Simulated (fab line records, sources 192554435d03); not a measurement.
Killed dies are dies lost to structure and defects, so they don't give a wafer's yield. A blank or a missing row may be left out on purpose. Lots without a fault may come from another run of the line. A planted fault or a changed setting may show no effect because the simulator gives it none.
fab line records | flow n5_finfet
record lots=6 wafers=18 last_day=17
route steps=1938 shown FIN_CUT@165 BEOL_M4@1111 PASSIVATION@1936
lots that met no fault: from a run of the same line without faults
start_h: hours from the record's first day to the start of the lot's first wafer shown | wait_h: hours since the lot's step before | " the same as in the row above | L1.1+2: a row that stands for several wafers | - no value, or no start given | * or withheld: withheld | < > ~ a bound
route shown NAME@n: a module of which the file shows steps, and the number in the route of the first | usual: mean/standard deviation of fault-free wafers | same: alike in all rows | chamber/n: place in a boat | sites: the reading at each site | _std_site: their standard deviation | _edge_site: outer sites' mean less inner sites' | radius_mm: how far each site lies from the wafer's centre | mask NAME#n: copy n | behind: the tool/chamber that last shaped the wafer | hold: why the lot was held/for how many hours/how that ended | device: the transistor (n, p or np) that didn't switch | end of line: the same wafers' tests at the end of the route | a step without rows: its recipe alone | killed: dies lost to structure and defects at the first sort, not the wafer's yield | map: a wafer's dies, x killed, . not, _ none there
set.NAME: the setting as run; set.NAME@STEP: as run at that earlier step | model.NAME: the simulator's own value behind a step, which no gauge read
lots at some steps of the route; a table a step, a row a wafer
services: from which hour (start_h, from the record's first day; less than 0 if before it) a tool's chamber was out of use, for how many hours, and why
## steps
# step N5_FIN_CUT_INSPECT_10
# recipe mode=adi inspect_instrument=brightfield
# usual raw_defect_count=38/10
# columns lot.wafer tool chamber start_h wait_h raw_defect_count
L217.3 defect_inspect-01 - 38.55 0.0 23
L217.5 " - " " 34
L217.6 " - " " 31
L224.3 defect_inspect-01 - 82.44 0.0 40
L224.4 " - " " 18
L224.5 " - " " 28
L225.1 defect_inspect-02 - 90.29 0.1 38
L225.2 " - " " 46
L225.4 " - " " 45
L226.2 defect_inspect-02 - 96.29 0.0 37
L226.4 " - " " 29
L226.6 " - " " 35
L232.1 defect_inspect-02 - 129.55 0.1 43
L232.4 " - " " 56
L232.5 " - " " 55
L236.1 defect_inspect-02 - 153.30 0.1 38
L236.5 " - " " 40
L236.6 " - " " 24
# step N5_FIN_CUT_DESCUM_13
# recipe chemistry=O2 time_s=7 source_power_w=50 bias_power_w=20 pressure_mtorr=20 rf_frequency_hz=2.712e+07 temp_c=40 resist=CAR-EUV o2_flow_sccm=225
# usual drypump_motor_current_A=5.6/0.47 oes_product_au=0.78/0.091 rf_vpp_V=242.6/1.2 showerhead_plenum_p_Torr=2.05/0.057 throttle_valve_pct=20.51/0.29
# columns lot.wafer tool chamber start_h wait_h drypump_motor_current_A oes_product_au rf_hours_counter_h rf_vpp_V showerhead_plenum_p_Torr throttle_valve_pct
L217.3 rie_diel-06 1 38.77 0.2 5.3 0.74 172 242.2 1.98 20.09
L217.5 " 1 " " 5.3 0.74 - 241.9 1.98 20.10
L217.6 " 2 " " 5.8 0.78 - 242.3 2.12 20.76
L224.3 rie_diel-03 3 82.47 0.0 5.0 0.73 180 240.4 1.98 20.39
L224.4 " 3 " " 5.0 0.74 - 240.5 1.99 20.39
L224.5 " 2 " " 5.6 0.74 - 241.6 2.09 20.81
L225.1 rie_diel-03 3 90.33 0.0 5.0 0.73 182 240.4 1.98 20.40
L225.2 " 1 " " 5.6 0.70 207 243.1 2.05 20.79
L225.4 " 3 " " 5.0 0.73 - 240.8 1.98 20.40
L226.2 rie_diel-06 0 96.36 0.1 6.2 0.92 23 243.9 2.04 20.05
L226.4 " 3 " " 5.0 0.78 146 240.2 1.99 20.38
L226.6 " 2 " " 5.8 0.76 - 243.3 2.11 20.77
L232.1 rie_diel-03 2 129.59 0.0 5.6 0.73 175 243.4 2.09 20.83
L232.4 " 1 " " 5.6 0.69 217 241.3 2.05 20.83
L232.5 " 3 " " 5.0 0.73 - 240.6 1.98 20.43
L236.1 rie_diel-06 1 153.33 0.0 5.3 0.72 200 241.6 1.97 20.13
L236.5 " 2 " " 5.8 0.74 - 242.5 2.10 20.82
L236.6 " 3 " " 5.0 0.75 - 240.2 1.99 20.40
# step N5_FIN_CUT_ETCH_30
# recipe chemistry=N2/H2 target=underlayer target_depth_a=130 mask_material=CAR-EUV time_s=10.4 ion_energy_ev=200 pressure_mtorr=30 source_w=840 bias_w=150 n2_flow_sccm=200 h2_flow_sccm=200 ends=cleared
# step N5_FIN_CUT_ETCH_20
# recipe chemistry=CF4 target=SiARC target_depth_a=260 mask_material=CAR-EUV time_s=43.3 ion_energy_ev=80 pressure_mtorr=40 source_w=545 bias_w=36 Ar_flow_sccm=100 cf4_flow_sccm=100 ends=cleared
# usual drypump_motor_current_A=5.6/0.47 etch_rf_on_time_s=43.2/0.91 oes_product_au=0.67/0.074 rf_vpp_V=183.5/1 showerhead_plenum_p_Torr=2.10/0.039 throttle_valve_pct=15.71/0.26
# columns lot.wafer tool chamber start_h wait_h drypump_motor_current_A etch_rf_on_time_s oes_product_au rf_hours_counter_h rf_vpp_V showerhead_plenum_p_Torr throttle_valve_pct
L217.3 rie_diel-06 1 38.82 0.0 5.3 44.0 0.63 172 182.2 2.07 15.52
L217.5 " 1 " " 5.3 44.1 0.63 - 182.7 2.07 15.52
L217.6 " 2 " " 5.8 41.6 0.66 - 184.3 2.15 15.80
L224.3 rie_diel-03 3 82.52 0.0 5.0 43.2 0.62 180 183.1 2.05 15.76
L224.4 " 3 " " 5.0 43.3 0.63 - 183.8 2.05 15.76
L224.5 " 2 " " 5.6 44.2 0.64 - 183.4 2.15 15.99
L225.1 rie_diel-03 3 90.38 0.0 5.0 43.9 0.62 182 182.5 2.05 15.76
L225.2 " 1 " " 5.7 43.6 0.59 207 182.7 2.11 16.10
L225.4 " 3 " " 5.0 44.0 0.62 - 183.0 2.05 15.77
L226.2 rie_diel-06 0 96.41 0.0 6.2 43.3 0.78 23 185.0 2.10 15.24
L226.4 " 3 " " 5.0 42.9 0.66 146 183.0 2.06 15.69
L226.6 " 2 " " 5.8 41.8 0.66 - 185.2 2.14 15.83
L232.1 rie_diel-03 2 129.64 0.0 5.6 44.6 0.62 175 183.6 2.14 16.02
L232.4 " 1 " " 5.6 43.5 0.60 217 183.8 2.11 16.09
L232.5 " 3 " " 5.0 43.8 0.62 - 181.5 2.05 15.77
L236.1 rie_diel-06 1 153.39 0.0 5.3 43.7 0.62 200 183.1 2.06 15.58
L236.5 " 2 " " 5.8 41.2 0.65 - 184.2 2.14 15.88
L236.6 " 3 " " 5.0 42.6 0.65 - 183.5 2.05 15.73
# step N5_FIN_CUT_ETCH_21
# recipe chemistry=N2/H2 target=SOC target_depth_a=2190 overetch_a=438 mask_material=SiARC temp_c=40 ion_energy_ev=100 bias_w=61 time_s=523.5 pressure_mtorr=30 source_w=850 n2_flow_sccm=200 h2_flow_sccm=200
# step N5_FIN_CUT_STRIP_23
# recipe chemistry=N2/H2 temp_c=40 n2_flow_sccm=200 h2_flow_sccm=200 rf_frequency_hz=6e+07
# step N5_FIN_CUT_STRIP_31
# recipe chemistry=N2/H2 temp_c=40 n2_flow_sccm=200 h2_flow_sccm=200 rf_frequency_hz=6e+07
# step N5_FIN_CUT_STRIP_24
# recipe chemistry=CF4 resist=SiARC power_w=300 bias_power_w=75 pressure_mtorr=50 cf4_flow_sccm=150 rf_frequency_hz=6e+07
# usual drypump_motor_current_A=5.6/0.47 oes_product_au=0.77/0.084 rf_vpp_V=270.5/1.2 showerhead_plenum_p_Torr=1.76/0.032 throttle_valve_pct=13.68/0.28
# columns lot.wafer tool chamber start_h wait_h drypump_motor_current_A oes_product_au rf_hours_counter_h rf_vpp_V showerhead_plenum_p_Torr throttle_valve_pct
L217.3 rie_diel-06 1 39.18 0.0 5.3 0.74 172 268.5 1.73 13.50
L217.5 " 1 " " 5.3 0.74 - 268.6 1.73 13.51
L217.6 " 2 " " 5.8 0.75 - 272.8 1.81 13.78
L224.3 rie_diel-03 3 82.89 0.0 5.0 0.73 180 268.3 1.73 13.75
L224.4 " 3 " " 5.0 0.73 - 270.0 1.73 13.76
L224.5 " 2 " " 5.6 0.75 - 269.6 1.79 13.94
L225.1 rie_diel-03 3 90.74 0.0 5.0 0.72 183 269.1 1.73 13.79
L225.2 " 1 " " 5.6 0.70 207 270.7 1.77 14.09
L225.4 " 3 " " 5.0 0.73 - 269.3 1.73 13.77
L226.2 rie_diel-06 0 96.77 0.0 6.2 0.90 23 270.1 1.75 13.17
L226.4 " 3 " " 5.0 0.76 146 268.8 1.73 13.67
L226.6 " 2 " " 5.8 0.74 - 269.7 1.80 13.82
L232.1 rie_diel-03 2 130.00 0.0 5.6 0.73 175 273.3 1.79 13.99
L232.4 " 1 " " 5.7 0.70 217 272.0 1.77 14.13
L232.5 " 3 " " 5.1 0.72 - 269.1 1.72 13.77
L236.1 rie_diel-06 1 153.75 0.0 5.3 0.72 200 269.2 1.73 13.58
L236.5 " 2 " " 5.8 0.72 - 270.3 1.80 13.87
L236.6 " 3 " " 5.0 0.74 - 270.7 1.72 13.72
# step N5_FIN_CUT_CUT_ETCH_26
# recipe chemistry=CH3F/O2 target=SiNx target_depth_a=390 mask_material=SOC time_s=55.7 pressure_mtorr=30 source_w=395 bias_w=73 Ar_flow_sccm=150 CH3F_flow_sccm=30 O2_flow_sccm=20 ion_energy_ev=120
# step N5_FIN_CUT_CUT_ETCH_27
# recipe chemistry=CHF3/O2 target=SiO2 target_depth_a=40 mask_material=SOC overetch_a=20 time_s=4.9 pressure_mtorr=30 source_w=650 bias_w=170 Ar_flow_sccm=200 CHF3_flow_sccm=50 O2_flow_sccm=5 ion_energy_ev=200
# step N5_FIN_CUT_PRECLEAN_35
# recipe time_s=13.3 temp_c=45 pressure_torr=125 p_hf_torr=3 p_coreactant_torr=25 chemistry=vHF
# usual drypump_motor_current_A=5.9/0.34
# columns lot.wafer tool chamber start_h wait_h drypump_motor_current_A
L217.3 vapor_etch-02 1 39.34 0.1 6.1
L217.5 " 0 " " 5.3
L217.6 " 1 " " 6.1
L224.3 vapor_etch-01 1 83.04 0.1 5.7
L224.4 " 0 " " 6.2
L224.5 " 0 " " 6.2
L225.1 vapor_etch-02 0 90.88 0.0 5.4
L225.2 " 1 " " 6.1
L225.4 " 0 " " 5.4
L226.2 vapor_etch-01 1 96.91 0.0 5.7
L226.4 " 0 " " 6.2
L226.6 " 0 " " 6.2
L232.1 vapor_etch-01 0 130.23 0.1 6.3
L232.4 " 0 " " 6.2
L232.5 " 1 " " 5.8
L236.1 vapor_etch-02 0 153.88 0.0 5.4
L236.5 " 1 " " 6.1
L236.6 " 0 " " 5.4
# step N5_FIN_CUT_CUT_ETCH_15
# recipe chemistry=HBr/Cl2/O2 target=Si target_depth_a=1000 bt_time_s=10 mask_material=SOC time_s=42.4 ion_energy_ev=* bias_w=* pressure_mtorr=10 icp_w=800 HBr_flow_sccm=150 Cl2_flow_sccm=80 O2_flow_sccm=12
# usual O2_flow_sccm=12.01/0.035 drypump_motor_current_A=5.5/0.44 oes_product_au=1.005/0.015 throttle_valve_pct=37.3/0.42
# columns lot.wafer tool chamber start_h wait_h O2_flow_sccm drypump_motor_current_A oes_product_au rf_hours_counter_h throttle_valve_pct
L217.3 rie_si-02 2 39.41 0.0 12.01 5.9 1.023 91 37.9
L217.5 " 2 " " 12.03 6.0 1.030 - 37.9
L217.6 " 3 " " 12.07 4.7 0.996 - 36.8
L224.3 rie_si-01 1 83.10 0.0 11.98 5.6 1.021 149 37.2
L224.4 " 3 " " 12.00 5.9 0.988 46 37.3
L224.5 " 3 " " 12.03 5.9 0.996 - 37.3
L225.1 rie_si-01 2 90.96 0.1 12.05 5.0 0.981 195 37.1
L225.2 " 3 " " 11.97 5.9 0.998 46 37.3
L225.4 " 0 " " 12.01 5.7 0.999 82 38.1
L226.2 rie_si-01 1 96.99 0.1 12.04 5.6 1.019 149 37.2
L226.4 " 3 " " 11.99 5.9 0.999 47 37.3
L226.6 " 0 " " 12.00 5.7 1.014 - 38.1
L232.1 rie_si-01 0 130.31 0.1 12.05 5.7 1.009 83 38.1
L232.4 " 2 " " 12.06 5.0 0.985 196 37.1
L232.5 " 2 " " 12.02 5.1 0.984 - 37.1
L236.1 rie_si-02 1 153.96 0.1 11.99 5.7 0.994 147 37.1
L236.5 " 1 " " 12.03 5.7 0.997 - 37.1
L236.6 " 0 " " 12.03 6.6 1.002 - 36.8
# step N5_FIN_CUT_CUT_ETCH_28
# recipe chemistry=HBr/Cl2/O2 target=Si target_depth_a=60 mask_material=SOC time_s=2.4 ion_energy_ev=* bias_w=* pressure_mtorr=10 icp_w=800 HBr_flow_sccm=150 Cl2_flow_sccm=80 O2_flow_sccm=12
# usual O2_flow_sccm=12.00/0.038 drypump_motor_current_A=5.5/0.44 oes_product_au=1.005/0.014 throttle_valve_pct=37.3/0.42
# columns lot.wafer tool chamber start_h wait_h O2_flow_sccm drypump_motor_current_A oes_product_au rf_hours_counter_h throttle_valve_pct model.etch.depth_nm
L217.3 rie_si-02 2 39.46 0.0 11.99 6.0 1.022 91 37.9 6.052
L217.5 " 2 " " 11.99 6.0 1.025 - 37.9 6.109
L217.6 " 3 " " 12.07 4.7 1.001 - 36.8 6.063
L224.3 rie_si-01 1 83.15 0.0 12.02 5.6 1.008 149 37.2 5.86
L224.4 " 3 " " 11.98 5.9 0.994 46 37.3 5.915
L224.5 " 3 " " 12.03 5.9 0.992 - 37.3 5.91
L225.1 rie_si-01 2 91.01 0.0 11.93 5.0 0.974 195 37.1 5.982
L225.2 " 3 " " 12.05 5.9 0.993 46 37.3 5.967
L225.4 " 0 " " 11.97 5.7 1.008 82 38.1 5.889
L226.2 rie_si-01 1 97.04 0.0 11.95 5.6 1.042 149 37.2 7.688
L226.4 " 3 " " 12.06 5.9 1.002 47 37.3 5.971
L226.6 " 0 " " 11.98 5.7 1.003 - 38.1 5.848
L232.1 rie_si-01 0 130.37 0.0 11.98 5.6 1.033 83 38.1 7.589
L232.4 " 2 " " 12.00 5.0 0.979 196 37.1 5.844
L232.5 " 2 " " 11.94 5.0 0.987 - 37.1 5.907
L236.1 rie_si-02 1 154.02 0.0 12.00 5.6 1.006 147 37.1 5.958
L236.5 " 1 " " 12.00 5.6 0.989 - 37.1 5.973
L236.6 " 0 " " 11.97 6.6 1.009 - 36.8 6.079
# step N5_FIN_CUT_STRIP_22
# recipe chemistry=N2/H2 power_w=500 temp_c=40 pressure_mtorr=50 rf_frequency_hz=6e+07 overash_fraction=0.3 bias_power_w=8 h2_frac=0.5 n2_flow_sccm=300 h2_flow_sccm=300
# step N5_BEOL_M4_RC_MEAS_101
# usual DIBL_N=35.8/1.8 DIBL_P=35.9/2.2 IOFF_N=0.16/0.035 IOFF_P=0.21/0.04 ION_N=672/11 ION_P=461/7.4 SS_N=71.4/0.64 SS_P=73.2/0.67 VT_N=250/3.5 VT_P=-251/3.4
# columns lot.wafer tool chamber start_h wait_h DIBL_N[mV/V] DIBL_P[mV/V] IOFF_N[nA/um] IOFF_P[nA/um] ION_N[uA/um] ION_P[uA/um] SS_N[mV/dec] SS_P[mV/dec] VT_N[mV] VT_P[mV]
L217.3 prober-02 0 166.08 0.5 34.0 34.0 0.12 0.18 662 454 71.3 72.9 255 -252
L217.5 " 0 " " 36.7 36.9 0.16 0.23 676 465 70.9 73.5 251 -249
L217.6 " 0 " " 33.0 32.3 0.11 0.16 674 460 71.3 72.9 254 -256
L224.3 prober-01 0 218.83 0.3 39.5 39.7 0.23 0.26 674 458 73.1 74.3 246 -246
L224.4 " 0 " " 37.6 38.1 0.19 0.24 679 464 71.7 74.0 248 -248
L224.5 " 0 " " 37.3 38.0 0.19 0.25 679 461 72.2 74.4 247 -246
L225.1 prober-01 0 222.11 0.0 36.0 35.8 0.15 0.21 666 450 71.8 73.4 250 -252
L225.2 " 0 " " 38.3 38.0 0.20 0.25 695 470 72.3 74.6 246 -251
L225.4 " 0 " " 36.2 35.0 0.16 0.20 680 464 71.4 74.0 252 -254
L226.2 prober-02 0 238.92 0.2 34.1 34.0 0.13 0.16 673 455 71.6 72.8 253 -257
L226.4 " 0 " " 36.2 34.3 0.15 0.18 663 449 71.9 73.0 252 -252
L226.6 " 0 " " 35.1 35.3 0.13 0.18 667 455 71.2 73.0 252 -251
L232.1 prober-01 0 273.36 0.0 35.3 34.5 0.14 0.15 674 447 70.9 72.8 252 -259
L232.4 " 0 " " 35.0 34.2 0.13 0.15 663 447 70.7 72.6 256 -260
L232.5 " 0 " " 33.5 32.8 0.11 0.13 656 444 70.4 73.1 256 -258
L236.1 prober-01 0 287.79 0.0 30.4 29.3 0.08 0.11 638 447 69.6 72.1 261 -257
L236.5 " 0 " " 33.8 33.5 0.11 0.15 665 456 71.1 73.0 253 -256
L236.6 " 0 " " 38.0 38.3 0.19 0.23 689 467 71.5 74.1 247 -249
# step N5_PASSIVATION_PROBE_49
# usual defect_limited_yield=91.0/1.5 killed_at_M0_to_M3=34/9.1 killed_at_M4_up=14/5.7 killed_at_contacts=13/5.7 killed_at_front_end=42/12 killed_at_other=4/3.4 killed_dies=106/17 killed_open=70/13 killed_short=34/7.5 sort_bin_5_function=5.2/0.94 sort_bin_6_memory=3.4/0.69 sort_bin_8_speed=0.00/0.029 sort_n_pass=1074/17 sort_yield_pct=91.0/1.5
# same gross_dies=1180 killed_at_back_side=0 sort_bin_4_leakage[%]=0
# columns lot.wafer tool chamber start_h wait_h defect_limited_yield[%] killed_at_M0_to_M3 killed_at_M4_up killed_at_contacts killed_at_front_end killed_at_other killed_dies killed_open killed_short sort_bin_5_function[%] sort_bin_6_memory[%] sort_bin_8_speed[%] sort_n_pass sort_yield_pct[%]
L224.3 prober-02 - 325.87 0.1 91.2 26 17 15 44 2 104 78 26 5.3 3.2 0 1076 91.2
L224.4 prober-02 - 325.92 0.2 88.3 40 9 5 81 3 138 101 35 5.9 5.3 0 1042 88.3
L224.5 prober-02 - 325.97 0.2 90.4 28 8 15 62 0 113 83 30 5.1 4.2 0 1067 90.4
L225.1 prober-02 - 333.54 0.0 93.0 31 15 8 23 6 83 50 28 4.0 2.5 0 1097 93.0
L225.2 prober-02 - 333.59 0.1 90.8 40 17 20 23 8 108 65 42 5.3 3.5 0 1072 90.8
L232.1 prober-01 - 368.38 0.0 90.1 29 5 18 62 3 117 72 44 5.7 4.0 0 1063 90.1
L232.4 prober-01 - 368.53 0.2 89.0 43 17 16 52 2 130 78 44 6.4 3.5 0 1050 89.0
L232.5 prober-01 - 368.58 0.2 92.4 27 13 9 36 5 90 56 33 4.5 2.6 0 1090 92.4
# killed by level:class
L224.3 STI_FIN_REVEAL:geometric_particle:open=22 BEOL_M3:geometric_particle:open=12 MOL_CONTACT_COAG:geometric_particle:open=10 BEOL_M4:geometric_particle:open=7 BEOL_M0_SAQP:geometric_particle:open=6 STI_FIN_REVEAL:geometric_particle:short=5 MOL_CONTACT_COAG:geometric_particle:short=5 FIN_SAQP:geometric_particle:short=4
L224.4 STI_FIN_REVEAL:geometric_particle:open=24 FIN_SAQP:geometric_particle:open=19 BEOL_M3:geometric_particle:open=19 FIN_SAQP:geometric_particle:short=10 STI_FIN_REVEAL:geometric_particle:short=6 BEOL_M0_SAQP:geometric_particle:open=5 DUMMY_GATE:geometric_particle:open=4 ILD0:geometric_particle:short=4
L224.5 STI_FIN_REVEAL:geometric_particle:open=19 FIN_SAQP:geometric_particle:open=13 MOL_CONTACT_COAG:geometric_particle:open=13 BEOL_M3:geometric_particle:open=10 GATE_CUT:geometric_particle:open=7 FIN_SAQP:geometric_particle:short=6 STARTING-WAFER:geometric_particle:short=6 BEOL_M4:geometric_particle:open=5
L225.1 BEOL_M4:geometric_particle:open=8 BEOL_M3:geometric_particle:open=8 MOL_CONTACT_COAG:geometric_particle:open=6 BEOL_M0_SAQP:geometric_particle:short=6 BEOL_M0_SAQP:geometric_particle:open=4 BEOL_M0:geometric_particle:open=4 BEOL_M1:geometric_particle:open=4 HKMG_FIN:area_etch=4
L225.2 MOL_CONTACT_COAG:geometric_particle:open=15 BEOL_M0_SAQP:geometric_particle:open=9 BEOL_M4:geometric_particle:open=9 BEOL_M0_SAQP:geometric_particle:short=8 MOL_CONTACT_COAG:geometric_particle:short=5 BEOL_M0:geometric_particle:open=5 BEOL_M3:geometric_particle:open=5 BEOL_M0:geometric_particle:short=4
L232.1 STI_FIN_REVEAL:geometric_particle:open=14 MOL_CONTACT_COAG:geometric_particle:open=12 FIN_SAQP:geometric_particle:short=7 BEOL_M0_SAQP:geometric_particle:short=7 GATE_CUT:geometric_particle:short=6 MOL_CONTACT_COAG:geometric_particle:short=6 BEOL_M0_SAQP:geometric_particle:open=5 BEOL_M3:geometric_particle:open=5
L232.4 MOL_CONTACT_COAG:geometric_particle:open=13 BEOL_M3:geometric_particle:open=11 BEOL_M0_SAQP:geometric_particle:open=10 FIN_SAQP:geometric_particle:short=9 STI_FIN_REVEAL:geometric_particle:open=7 GATE_CUT:geometric_particle:short=6 BEOL_M0_SAQP:geometric_particle:short=6 HKMG_FIN:area_etch=6
L232.5 FIN_SAQP:geometric_particle:open=8 BEOL_M0_SAQP:geometric_particle:short=8 GATE_CUT:geometric_particle:short=7 MOL_CONTACT_COAG:geometric_particle:open=6 BEOL_M0_SAQP:geometric_particle:open=5 STI_FIN_REVEAL:geometric_particle:open=4 BEOL_M5:geometric_particle:open=4 DUMMY_GATE:geometric_particle:open=3
## services
# columns tool chamber start_h hours kind
rie_diel-03 0 25.76 27.0 repair
rie_si-01 3 53.59 10.1 repair
rie_diel-06 1 71.21 24.2 repair
rie_diel-03 0 77.62 - clean
rie_diel-03 0 77.62 - consumable_replace:focus_ring
rie_diel-03 0 77.62 13.9 scheduled_down
rie_diel-03 0 77.62 13.9 vent_cycle
vapor_etch-02 - 89.13 0.3 repair
rie_diel-03 1 103.40 9.8 repair
vapor_etch-01 - 120.00 0.4 repair
rie_si-01 2 136.53 - clean
rie_si-01 2 136.53 20.7 scheduled_down
rie_si-01 2 136.53 20.7 vent_cycle
## key
first_sign none at tools or gauges
model_effect step=N5_FIN_CUT_CUT_ETCH_28 value=etch.depth_nm without=5.849 struck=7.638
met_at N5_FIN_CUT_CUT_ETCH_28
struck_wafers L226.2,L232.1
onset_between 91.01 97.04
fault kind=process_parameter_drift tool=rie_si-01 chamber=- onset_h=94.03 steps=N5_FIN_CUT_CUT_ETCH_28 channel=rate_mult offset=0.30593 shape=step end_h=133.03 scope=struck_wafers_only
